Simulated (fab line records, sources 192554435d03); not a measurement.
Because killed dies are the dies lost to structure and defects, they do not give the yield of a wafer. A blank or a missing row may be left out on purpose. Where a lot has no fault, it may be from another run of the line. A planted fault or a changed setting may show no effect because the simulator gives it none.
Chamber matching	flow n5-finfet	N5_BEOL_M5_DEP_56 on pecvd-02: 3 sister chambers
The step deposits SiCN from 3MS/NH3, target thk 8 nm, time 14 s. 6 wafers are shown with their chamber, then 10 later ones without.

## WAFERS WITH THEIR CHAMBER
wafer	chamber	showerhead-plenum-p-Torr (Torr)	throttle-valve-pct (%)
L082.1	2	3.651	9.4
L084.1	0	3.677	9.5
L084.4	1	3.690	9.5
L084.6	2	3.635	9.1
L086.3	1	3.682	9.6
L086.4	0	3.679	9.4

## WAFERS WHOSE CHAMBER IS MISSING
wafer	showerhead-plenum-p-Torr (Torr)	throttle-valve-pct (%)
L086.6	3.690	9.5
L087.2	3.630	8.9
L087.3	3.692	9.4
L087.4	3.636	9.2
L094.2	3.644	9.1
L094.3	3.680	9.4
L094.5	3.627	9.3
L097.2	3.683	9.3
L097.5	3.678	8.9
L097.6	3.691	9.6

## THE CHAMBER EACH PASSED THROUGH
wafer	from the rows above	in truth
L086.6	can't be placed: 1 or 0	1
L087.2	2	2
L087.3	can't be placed: 1 or 0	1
L087.4	2	2
L094.2	2	2
L094.3	can't be placed: 0 or 1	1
L094.5	2	2
L097.2	can't be placed: 0 or 1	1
L097.5	can't be placed: 0 or 1 or 2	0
L097.6	can't be placed: 1 or 0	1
Correctly placed: 4 of 10. These rows do not allow placing 6 (true chamber among the candidates in 6). 0 placed wrongly.
How it was worked out, from the rows above alone: a wafer's distance from a chamber is the root of the sum, over the readings, of the square of ((its reading less the chamber's mean) divided by the reading's scatter). The wafer belongs to the nearest chamber; if the next one is less than 2 further off, it can't be placed. A chamber's mean is the mean of its shown wafers. The scatter is the square root of a quotient: the sum, over the shown wafers, of each reading's squared deviation from its chamber's mean, divided by wafers minus chambers.
